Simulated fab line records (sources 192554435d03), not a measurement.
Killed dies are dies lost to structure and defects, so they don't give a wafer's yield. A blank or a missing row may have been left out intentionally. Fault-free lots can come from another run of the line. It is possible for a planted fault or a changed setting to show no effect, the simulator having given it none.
Struck lot and sound lot, side by side ; flow n5_finfet ; 19 steps out of a route of 1938
Sound: the wafers L118.2, L118.3, L118.6. Struck: wafers L134.4, L134.5, L134.6. The cause is named last.
At each step with rows: each side's tool, then ch and its chambers, then its first start. Under that, the readings that differ: sound wafers ; struck wafers ; difference of the means ; sigmas: that difference in standard deviations of wafers without a fault.
alike: readings whose means differ by less than 2 such deviations, and words and numbers that are the same on both sides. not compared: withheld readings, readings that some wafer has no value for, bounds like >300 that may hide the same value, and numbers for which the record gives no deviation and whose values overlap.
A row with sigmas, a row that says differs or no value, or rows on one side alone: a step with any of these is where the two part. Non-overlapping numbers with no deviation appear without sigmas and do not part them. A reading missing from all wafers of one side parts the sides only when that side holds two or more wafers.

N5_BEOL_M1_INSPECT_30: inspects for defects (brightfield).
  sound on defect_inspect-02 at day 6 17:19; struck on defect_inspect-02 at day 10 14:39
  alike: raw_defect_count
N5_BEOL_M1_DESCUM_33: chemistry O2, time 7 s.
  sound on rie_diel-05 ch 0,2, day 6 17:21; struck on rie_diel-06 ch 0,1,3, day 10 14:42
  alike: drypump_motor_current_A, oes_product_au, rf_vpp_V, showerhead_plenum_p_Torr, throttle_valve_pct
  not compared: rf_hours_counter_h
then, 2 steps without rows for these wafers: N5_BEOL_M1_ETCH_77 (etches underlayer in N2/H2, target depth 6.5 nm, time 5.2 s); N5_BEOL_M1_ETCH_69 (etches SiARC in CF4, target depth 15.6 nm, time 26 s).
N5_BEOL_M1_ALD_98: deposits SiO2, target thk 2.5 nm, pulse time 1 s, co reactant pulse time 1 s.
  sound on ald_sin-01 ch 0,2,3, day 6 17:29; struck on ald_sin-01 ch 2,3, day 10 14:49
  alike: heater_power_outer_w, heater_power_w, precursor_pulse_height_rel
  not compared: since_wet_clean_h
then, 1 step without rows for these wafers: N5_BEOL_M1_ETCHBACK_99 (etches SiO2 in CHF3, target depth 5 nm, time 10.4 s).
N5_BEOL_M1_ETCH_70: etches SOC in N2/H2, target depth 80 nm, overetch 16 nm, time 120 s.
  sound on rie_diel-05 ch 1,3, day 6 17:38; struck on rie_diel-03 ch 0,1,2, day 10 19:37
  alike: drypump_motor_current_A, h2_flow_sccm, oes_product_au, rf_fwd_power_W, rf_vpp_V, showerhead_plenum_p_Torr, throttle_valve_pct
  not compared: rf_hours_counter_h
then, 4 steps without rows for these wafers: N5_BEOL_M1_STRIP_71 (strips in N2/H2); N5_BEOL_M1_STRIP_78 (strips in N2/H2); N5_BEOL_M1_VIA_ETCH_34 (etches the open film in C4F6/O2, target depth 67.8 nm, time 64.4 s); N5_BEOL_M1_STRIP_83 (strips in C4F6/O2).
N5_BEOL_M1_STRIP_36: strips in N2/H2.
  sound on rie_diel-05 ch 1,3, day 6 17:48; struck on rie_diel-03 ch 0,1,2, day 10 19:45
  alike: drypump_motor_current_A, h2_flow_sccm, oes_product_au, rf_vpp_V, showerhead_plenum_p_Torr, throttle_valve_pct
  not compared: rf_hours_counter_h
N5_BEOL_M1_TRENCH_ETCH_37: etches SiOC in C4F6/O2, target depth 55.207 nm, time 29 s.
  sound on rie_diel-05 ch 1,3, day 6 17:50; struck on rie_diel-03 ch 0,1,2, day 10 19:47
reading;sound;struck;difference;sigmas
oes_product_au (a.u.);0.96 0.75 0.96;0.74 0.63 0.65;-0.22;-2
rf_fwd_power_W (W);348.1 350.9 346.9;265.2 264.1 265.6;-83.7;-46
rf_vpp_V (V);667 672 665;766 760 768;+97;+11
model.etch.depth_nm (nm);56.66 56.28 56.59;49.15 48.92 48.07;-7.80;
model.BEOL_M1.feature_depth_nm (nm);56.6 56.2 56.6;49.2 49 48;-7.7;
  alike: drypump_motor_current_A, mfc_ar_sccm, showerhead_plenum_p_Torr, throttle_valve_pct
  not compared: rf_hours_counter_h
then, 1 step without rows for these wafers: N5_BEOL_M1_ETCH_41 (etches SiCN in CH3F/O2, target depth 31.9 nm, time 57.8 s).
N5_BEOL_M1_STRIP_97: strips in N2/H2, time 10 s.
  sound on rie_diel-05 ch 1,3; struck on rie_diel-03 ch 0,1,2
  alike: drypump_motor_current_A, h2_flow_sccm, oes_product_au, rf_vpp_V, showerhead_plenum_p_Torr, throttle_valve_pct
  not compared: rf_hours_counter_h
N5_BEOL_M1_OCD_MEAS_38:
  sound on ocd-01 at day 6 18:00; struck on ocd-02 at day 10 19:56
reading;sound;struck;difference;sigmas
trench_depth_nm (nm);56.5 55.8 56.4;49.2 48.5 47.9;-7.7;-7
then, 1 step without rows for these wafers: N5_BEOL_M1_HM_STRIP_39 (strips TiN in peroxide tin strip, target depth 25 nm, time 158 s).
N5_BEOL_M4_RC_MEAS_101:
  sound on prober-01 ch 0, day 8 13:46; struck on prober-02 ch 0, day 12 15:22
  alike: DIBL_N, DIBL_P, IOFF_N, IOFF_P, ION_N, ION_P, SS_N, SS_P, VT_N, VT_P
next, for these wafers, 1 step has no rows: N5_PASSIVATION_PROBE_49.

WHERE THEY PART
Earliest at N5_BEOL_M1_TRENCH_ETCH_37; latest, in this record, at N5_BEOL_M1_OCD_MEAS_38. Later steps at which nothing parts them and some readings are alike: N5_BEOL_M4_RC_MEAS_101.

WHY: the cause the simulator had injected
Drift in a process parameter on rie_diel-03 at N5_BEOL_M1_TRENCH_ETCH_37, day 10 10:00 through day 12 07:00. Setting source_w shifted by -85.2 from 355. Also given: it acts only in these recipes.
